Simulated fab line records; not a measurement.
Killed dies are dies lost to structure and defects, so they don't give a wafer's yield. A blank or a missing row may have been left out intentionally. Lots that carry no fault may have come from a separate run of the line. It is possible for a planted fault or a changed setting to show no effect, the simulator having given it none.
Matching of chambers || flow n5 finfet || N5_BEOL_M0_CUTY_ETCH_62 on rie diel-05 has 4 sister chambers
The step etches SiARC in CF4, time 58.5 s. 4 wafers are shown with their chamber, then 9 later ones without.

## WAFERS WITH THEIR CHAMBER
{"wafer": "L082.3", "chamber": 0, "throttle valve pct (%)": 15.89}
{"wafer": "L091.2", "chamber": 2, "throttle valve pct (%)": 15.16}
{"wafer": "L091.3", "chamber": 3, "throttle valve pct (%)": 15.35}
{"wafer": "L091.4", "chamber": 1, "throttle valve pct (%)": 15.53}

## WAFERS WITHOUT THEIR CHAMBER
{"wafer": "L095.1", "throttle valve pct (%)": 15.21}
{"wafer": "L095.3", "throttle valve pct (%)": 15.46}
{"wafer": "L095.4", "throttle valve pct (%)": 15.56}
{"wafer": "L096.1", "throttle valve pct (%)": 15.45}
{"wafer": "L096.3", "throttle valve pct (%)": 15.58}
{"wafer": "L096.4", "throttle valve pct (%)": 15.21}
{"wafer": "L097.2", "throttle valve pct (%)": 15.20}
{"wafer": "L097.5", "throttle valve pct (%)": 15.47}
{"wafer": "L097.6", "throttle valve pct (%)": 15.22}

## EACH ONE'S CHAMBER
{"wafer": "L095.1", "from the rows above": "can't be placed: 2 or 3", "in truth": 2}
{"wafer": "L095.3", "from the rows above": "can't be placed: 1 or 3", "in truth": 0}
{"wafer": "L095.4", "from the rows above": 1, "in truth": 1}
{"wafer": "L096.1", "from the rows above": "can't be placed: 1 or 3", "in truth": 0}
{"wafer": "L096.3", "from the rows above": 1, "in truth": 1}
{"wafer": "L096.4", "from the rows above": "can't be placed: 2 or 3", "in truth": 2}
{"wafer": "L097.2", "from the rows above": "can't be placed: 2 or 3", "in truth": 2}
{"wafer": "L097.5", "from the rows above": "can't be placed: 1 or 3", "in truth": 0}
{"wafer": "L097.6", "from the rows above": "can't be placed: 2 or 3", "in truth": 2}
Correct placement for 2 of the 9. Cannot be placed on the basis of these rows: 7; the candidates contain the true chamber in 4. Number placed wrongly: 0.
How it was worked out, from the rows above alone: a wafer's distance from a chamber is the root of the sum, over the readings, of the square of ((its reading less the chamber's mean) divided by the reading's scatter). If the next closest chamber is less than 2 further off than the closest, the wafer can't be placed; otherwise it belongs to the closest. A chamber's mean is the mean of its shown wafers. The scatter (one wafer shown for each chamber): square how far every hidden wafer sits from the nearest shown wafer, average those squares and take the square root.
